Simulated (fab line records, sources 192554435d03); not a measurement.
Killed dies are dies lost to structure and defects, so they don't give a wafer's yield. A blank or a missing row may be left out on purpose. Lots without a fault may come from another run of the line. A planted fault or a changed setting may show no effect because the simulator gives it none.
Which tool did it? | flow n5_finfet | 9 lots, 27 wafers sampled, at 5 steps of a route of 1938

WHAT THE GAUGES READ, wafer by wafer
N5_WELL_APT_CD_MEAS_08: target cd 200 nm.
lot  | measured    | on        | cd_nm (nm)
L412 | day 2 01:54 | cd_sem-03 | 202.9 203.4 200.9
L416 | day 3 01:43 | cd_sem-02 | 198.6 203.2 201.7
L418 | day 3 13:43 | cd_sem-03 | 199.6 197.4 197.8
L419 | day 3 19:41 | cd_sem-03 | 199.3 202.0 203.3
L426 | day 5 13:47 | cd_sem-03 | 201.0 199.0 195.9
L427 | day 5 19:46 | cd_sem-02 | 198.1 201.5 199.5
L431 | day 6 19:41 | cd_sem-01 | 198.3 198.8 197.3
L432 | day 7 03:01 | cd_sem-02 | 201.0 204.8 200.6
L433 | day 7 07:43 | cd_sem-03 | 201.8 200.1 204.6

N5_WELL_APT_OVL_MEAS_26.
lot  | measured    | on         | PWELL_OVL (nm)
L412 | day 2 03:10 | overlay-01 | 6 4 2
L416 | day 3 04:13 | overlay-01 | -4 -1 -11
L418 | day 3 16:04 | overlay-01 | -3 0 -7
L419 | day 3 20:58 | overlay-02 | 10 10 8
L426 | day 5 14:59 | overlay-01 | -5 -5 0
L427 | day 5 21:02 | overlay-01 | -3 -6 -6
L431 | day 6 20:52 | overlay-02 | 2 0 1
L432 | day 7 04:11 | overlay-01 | -11 -6 -7
L433 | day 7 08:59 | overlay-01 | -7 -5 -5

N5_BEOL_M4_RC_MEAS_101.
lot  | measured     | on        | DIBL_N (mV/V)  | DIBL_P (mV/V)  | IOFF_N (nA/um) | IOFF_N_LONG (nA/um)        | IOFF_P (nA/um) | ION_N (uA/um) | ION_P (uA/um) | SS_N (mV/dec)  | SS_P (mV/dec)  | VT_N (mV)   | VT_P (mV)
L412 | day 8 00:55  | prober-02 | 36.3 35.1 32.8 | 37.2 36.8 34.1 | 0.17 0.15 0.12 | 5.37e-05 5.28e-05 5.35e-05 | 0.21 0.19 0.16 | 675 662 672   | 458 454 463   | 72.3 71.6 70.7 | 73.5 73.3 72.1 | 249 251 253 | -252 -252 -255
L416 | day 9 19:13  | prober-01 | 43.9 41.1 37.2 | 43.5 40.2 35.3 | 0.29 0.22 0.14 | 5.26e-05 5.29e-05 5.4e-05  | 0.34 0.26 0.19 | 693 687 684   | 471 469 467   | 72.5 72.6 71.3 | 75.3 74.2 73.0 | 245 243 252 | -245 -247 -255
L418 | day 10 03:46 | prober-01 | 35.3 37.6 39.0 | 34.6 36.8 39.5 | 0.13 0.16 0.21 | 5.22e-05 5.08e-05 5.21e-05 | 0.17 0.20 0.24 | 673 662 684   | 464 450 464   | 70.8 71.5 72.3 | 72.6 74.0 74.1 | 251 252 246 | -255 -254 -252
L419 | day 9 23:51  | prober-02 | 37.8 35.3 35.8 | 37.3 34.2 33.6 | 0.16 0.12 0.13 | 4.9e-05 4.76e-05 4.93e-05  | 0.19 0.16 0.15 | 675 644 653   | 459 445 446   | 71.2 70.9 71.9 | 73.3 73.4 72.5 | 252 259 256 | -254 -256 -259
L426 | day 11 22:24 | prober-01 | 36.0 37.0 34.2 | 37.5 38.6 34.9 | 0.18 0.19 0.15 | 7.05e-05 6.92e-05 7.23e-05 | 0.24 0.25 0.19 | 685 689 692   | 469 474 479   | 71.2 71.3 71.1 | 73.3 73.8 72.6 | 246 246 249 | -246 -247 -250
L427 | day 12 02:56 | prober-02 | 37.0 37.4 36.5 | 38.5 38.1 36.8 | 0.17 0.20 0.17 | 6.55e-05 7.02e-05 6.86e-05 | 0.24 0.23 0.22 | 659 695 684   | 454 477 463   | 72.0 71.2 70.7 | 73.5 73.8 72.4 | 246 243 248 | -249 -251 -250
L431 | day 13 02:10 | prober-02 | 35.9 32.9 33.8 | 36.9 32.5 31.9 | 0.17 0.12 0.12 | 5.49e-05 5.47e-05 5.49e-05 | 0.28 0.19 0.18 | 684 663 656   | 476 462 454   | 71.5 70.3 70.8 | 74.2 72.6 72.2 | 249 255 252 | -243 -249 -251
L432 | day 13 18:15 | prober-01 | 37.4 33.0 37.6 | 40.0 33.5 40.5 | 0.21 0.14 0.22 | 5.53e-05 5.85e-05 5.66e-05 | 0.26 0.17 0.25 | 678 679 692   | 458 467 470   | 71.8 71.5 72.9 | 74.5 72.5 74.6 | 242 249 244 | -250 -254 -249
L433 | day 13 18:21 | prober-02 | 36.0 35.7 35.6 | 37.0 36.7 37.8 | 0.18 0.18 0.19 | 5.62e-05 5.77e-05 5.61e-05 | 0.25 0.25 0.28 | 684 693 700   | 464 475 491   | 71.0 71.2 71.5 | 73.4 73.6 74.2 | 245 244 245 | -248 -245 -245

WHICH TOOL RAN EACH LOT (tool, then ch and the chambers of the sampled wafers, then the start)
lot  | N5_WELL_APT_DESCUM_13             | N5_WELL_APT_RTA_34
L412 | rie_diel-06 ch 1,2,3, day 2 01:59 | rtp_anneal-02 ch 0, day 2 04:12
L416 | rie_diel-01 ch 0,1,3, day 3 03:10 | rtp_anneal-02 ch 0, day 3 05:43
L418 | rie_diel-04 ch 1,2,3, day 3 14:52 | rtp_anneal-02 ch 0, day 3 17:44
L419 | rie_diel-06 ch 0,2, day 3 19:47   | rtp_anneal-02 ch 0, day 3 22:05
L426 | rie_diel-06 ch 0,3, day 5 13:56   | rtp_anneal-02 ch 0, day 5 15:52
L427 | rie_diel-04 ch 0,1, day 5 19:51   | rtp_anneal-02 ch 0, day 5 22:07
L431 | rie_diel-06 ch 0,2, day 6 19:47   | rtp_anneal-01 ch 0, day 6 21:41
L432 | rie_diel-06 ch 0,1,3, day 7 03:06 | rtp_anneal-01 ch 0, day 7 05:00
L433 | rie_diel-01 ch 0,3, day 7 07:48   | rtp_anneal-01 ch 0, day 7 09:56
- N5_WELL_APT_DESCUM_13: chemistry O2, time 7.9 s.
- N5_WELL_APT_RTA_34: time 10 s.

WHAT THE TOOLS THEMSELVES READ (means of the sampled wafers that have a number; where no wafer has one, the mark that the record gives instead)
N5_WELL_APT_DESCUM_13.
lot  | tool        | drypump_motor_current_A (A) | oes_product_au (a.u.) | rf_vpp_V (V) | showerhead_plenum_p_Torr (Torr) | throttle_valve_pct (%)
L412 | rie_diel-06 | 5.8                         | 0.82                  | 244.8        | 2.13                            | 20.3
L416 | rie_diel-01 | 5.4                         | 0.80                  | 244.6        | 2.17                            | 20.7
L418 | rie_diel-04 | 5.7                         | 0.77                  | 243.6        | 2.10                            | 20.1
L419 | rie_diel-06 | 5.6                         | 0.90                  | 242.8        | 2.06                            | 19.9
L426 | rie_diel-06 | 5.9                         | 0.85                  | 243.4        | 2.09                            | 20.1
L427 | rie_diel-04 | 5.9                         | 0.85                  | 243.4        | 2.13                            | 20.2
L431 | rie_diel-06 | 5.7                         | 0.85                  | 243.0        | 2.08                            | 20.2
L432 | rie_diel-06 | 5.8                         | 0.78                  | 243.7        | 2.09                            | 20.2
L433 | rie_diel-01 | 5.4                         | 0.86                  | 243.8        | 2.14                            | 20.5

N5_WELL_APT_RTA_34.
lot  | tool          | lamp_power_pct (%) | lamp_zone_1_pct (%) | lamp_zone_2_pct (%) | lamp_zone_3_pct (%) | lamp_zone_4_pct (%) | lamp_zone_5_pct (%) | lamp_zone_6_pct (%) | lamp_zone_7_pct (%) | wafer_temp_C_max
L412 | rtp_anneal-02 | 13.02              | 13.005              | 13.014              | 13.013              | 12.978              | 13.014              | 12.922              | 13.382              | 1003.0
L416 | rtp_anneal-02 | 13.01              | 12.998              | 12.993              | 13.012              | 12.996              | 13.007              | 12.917              | 13.418              | 1002.8
L418 | rtp_anneal-02 | 13.03              | 12.977              | 13.002              | 12.992              | 12.990              | 12.992              | 12.891              | 13.432              | 1003.9
L419 | rtp_anneal-02 | 13.01              | 12.997              | 12.967              | 12.990              | 12.985              | 13.017              | 12.933              | 13.453              | 1003.3
L426 | rtp_anneal-02 | 11.76              | 11.685              | 11.690              | 11.686              | 11.689              | 11.685              | 11.595              | 12.114              | 1004.1
L427 | rtp_anneal-02 | 11.72              | 11.705              | 11.695              | 11.706              | 11.710              | 11.684              | 11.630              | 12.081              | 1003.5
L431 | rtp_anneal-01 | 13.03              | 13.016              | 13.013              | 12.996              | 13.015              | 12.999              | 12.916              | 13.416              | 1004.9
L432 | rtp_anneal-01 | 13.04              | 12.978              | 13.007              | 13.001              | 12.986              | 12.989              | 12.926              | 13.415              | 1003.3
L433 | rtp_anneal-01 | 12.99              | 13.012              | 13.003              | 12.990              | 12.987              | 12.984              | 12.936              | 13.415              | 1003.0

THE ANSWER, worked out from the rows above alone
Rule: what is usual is taken from the lots themselves. Put in order of their means at a reading, lots are off if they are a third of the lots or fewer, leave a main group of 4 or more, and stand apart from it by a gap of 3 or more times the standard deviation of the main group's means; of several such gaps the widest counts. A main group whose means are all the same, to the digits that the tables above print for the reading, isn't used. A lot without any number at a reading at which 4 lots or more have one is off too. The other lots that the step has rows for count as sound. The gauges are gone through in route order, then the tools' own readings, and for those a lot's mean is taken as printed above. The first step at which some lot is off is used, and at that step the reading that is off furthest; a lot without a number counts as furthest.
Off: L426, L427, at N5_BEOL_M4_RC_MEAS_101 (IOFF_N_LONG). The main group: mean 5.4e-05 nA/um, standard deviation 2.7e-06.
A tool fits if, at a process step before that reading, it ran every lot that is off, and no sound lot after the first of them. The gauges at N5_BEOL_M4_RC_MEAS_101 aren't tried: what is off there is off at N5_WELL_APT_RTA_34 too, on other tools, and a gauge's error can't cause that. One fits: rtp_anneal-02 at N5_WELL_APT_RTA_34. Its last sound lot is L419 (day 3 22:05), its first lot that is off L426 (day 5 15:52): a fault that began between those two fits.
The tool's own readings at N5_WELL_APT_RTA_34 bear it out: on the lots that are off they differ by more than 5 times the standard deviation of the sound lots' means. lamp_power_pct reads 11.74 % there against 13.02 % on the sound lots; lamp_zone_1_pct reads 11.695 % there against 12.998 % on the sound lots; lamp_zone_2_pct reads 11.692 % there against 13.000 % on the sound lots; lamp_zone_3_pct reads 11.696 % there against 12.999 % on the sound lots; lamp_zone_4_pct reads 11.700 % there against 12.991 % on the sound lots; lamp_zone_5_pct reads 11.684 % there against 13.000 % on the sound lots; lamp_zone_6_pct reads 11.613 % there against 12.920 % on the sound lots; lamp_zone_7_pct reads 12.098 % there against 13.419 % on the sound lots.

WHAT THE SIMULATOR HAD PUT IN
Process parameter drift: rtp_anneal-02, from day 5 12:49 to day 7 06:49, at N5_WELL_APT_RTA_34. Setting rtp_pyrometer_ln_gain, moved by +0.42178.
Lots struck among those shown: L426, L427. The rule above found the same.
